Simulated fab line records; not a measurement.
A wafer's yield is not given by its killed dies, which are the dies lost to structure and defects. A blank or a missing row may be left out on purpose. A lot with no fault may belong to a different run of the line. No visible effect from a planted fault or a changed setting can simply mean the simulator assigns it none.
Chamber matching :: flow nandHarc :: NHARC_P_M2_DESCUM_14 on rieDiel-03 has 4 sister chambers
The step chemistry O2, time 3 s. 8 wafers are shown with their chamber, then 8 later ones without.

WAFERS WITH THEIR CHAMBER
wafer: L181.5
chamber: 1
rfVppV (V): 58.0
oesProductAu (a.u.): 1.024

wafer: L182.3
chamber: 1
rfVppV (V): 58.2
oesProductAu (a.u.): 1.017

wafer: L182.5
chamber: 0
rfVppV (V): 57.1
oesProductAu (a.u.): 0.988

wafer: L186.5
chamber: 2
rfVppV (V): 58.0
oesProductAu (a.u.): 1.007

wafer: L187.1
chamber: 3
rfVppV (V): 57.3
oesProductAu (a.u.): 1.009

wafer: L187.3
chamber: 2
rfVppV (V): 55.2
oesProductAu (a.u.): 1.013

wafer: L187.5
chamber: 3
rfVppV (V): 58.0
oesProductAu (a.u.): 1.004

wafer: L198.1
chamber: 0
rfVppV (V): 58.3
oesProductAu (a.u.): 1.014

WAFERS MISSING THEIR CHAMBER
wafer: L198.4
rfVppV (V): 58.3
oesProductAu (a.u.): 1.000

wafer: L198.6
rfVppV (V): 56.7
oesProductAu (a.u.): 1.024

wafer: L197.4
rfVppV (V): 57.5
oesProductAu (a.u.): 1.016

wafer: L197.5
rfVppV (V): 58.0
oesProductAu (a.u.): 0.991

wafer: L197.6
rfVppV (V): 59.8
oesProductAu (a.u.): 0.995

wafer: L201.1
rfVppV (V): 56.1
oesProductAu (a.u.): 0.987

wafer: L201.2
rfVppV (V): 58.6
oesProductAu (a.u.): 0.996

wafer: L201.6
rfVppV (V): 58.8
oesProductAu (a.u.): 0.992

WHICH CHAMBER EACH WENT THROUGH
wafer: L198.4
from the rows above: can't be placed: 0 or 3 or 2 or 1
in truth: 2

wafer: L198.6
from the rows above: can't be placed: 1 or 2 or 3 or 0
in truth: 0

wafer: L197.4
from the rows above: can't be placed: 1 or 3 or 2 or 0
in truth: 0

wafer: L197.5
from the rows above: can't be placed: 0 or 3 or 2 or 1
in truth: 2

wafer: L197.6
from the rows above: can't be placed: 0 or 3 or 1 or 2
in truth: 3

wafer: L201.1
from the rows above: can't be placed: 0 or 2 or 3 or 1
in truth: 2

wafer: L201.2
from the rows above: can't be placed: 0 or 3 or 2 or 1
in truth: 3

wafer: L201.6
from the rows above: can't be placed: 0 or 3 or 2 or 1
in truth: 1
Correctly placed: 0 of 8. Can't be placed from these rows: 8 (the true chamber is among the candidates in 8). 0 placed wrongly.
How it was worked out, from the rows above alone: a wafer's distance from a chamber is the root of the sum, over the readings, of the square of ((its reading less the chamber's mean) divided by the reading's scatter). The wafer belongs to the nearest chamber; if the next one is less than 2 further off, it can't be placed. Each chamber's mean is taken over the wafers shown for it. The scatter is the square root of a quotient: the sum, over the shown wafers, of each reading's squared deviation from its chamber's mean, divided by wafers minus chambers.
